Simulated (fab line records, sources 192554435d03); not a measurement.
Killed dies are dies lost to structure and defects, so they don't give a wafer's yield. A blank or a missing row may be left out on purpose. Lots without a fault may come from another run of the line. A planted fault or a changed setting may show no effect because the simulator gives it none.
Chamber matching | flow n5_finfet | N5_ZERO_LAYER_ETCH_18 on rie_si-03: 4 sister chambers
The step etches Si in HBr/Cl2, target depth 120 nm, time 40 s. 8 wafers are shown with their chamber, then 6 later ones without.

WAFERS WITH THEIR CHAMBER
wafer  | chamber | oes_product_au (a.u.)
L779.2 | 1       | 0.966
L791.1 | 2       | 1.016
L791.2 | 3       | 0.993
L792.2 | 0       | 1.013
L792.5 | 0       | 1.019
L792.6 | 1       | 0.970
L796.2 | 3       | 0.988
L796.6 | 2       | 1.005

WAFERS WITHOUT THEIR CHAMBER
wafer  | oes_product_au (a.u.)
L798.1 | 1.016
L798.5 | 1.022
L798.6 | 0.988
L801.3 | 1.015
L801.5 | 0.971
L801.6 | 1.021

WHICH CHAMBER EACH WENT THROUGH
wafer  | from the rows above     | in truth
L798.1 | can't be placed: 0 or 2 | 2
L798.5 | can't be placed: 0 or 2 | 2
L798.6 | 3                       | 3
L801.3 | can't be placed: 0 or 2 | 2
L801.5 | 1                       | 1
L801.6 | can't be placed: 0 or 2 | 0
Placed correctly: 2 of 6. Can't be placed from these rows: 4 (the true chamber is among the candidates in 4). Placed wrongly: 0.
How it was worked out, from the rows above alone: a wafer's distance from a chamber is the root of the sum, over the readings, of the square of ((its reading less the chamber's mean) divided by the reading's scatter). The wafer belongs to the nearest chamber; if the next one is less than 2 further off, it can't be placed. A chamber's mean is the mean of its shown wafers. The scatter: the root of (the sum of the squares of (reading less its chamber's mean) over the shown wafers, divided by (wafers less chambers)).
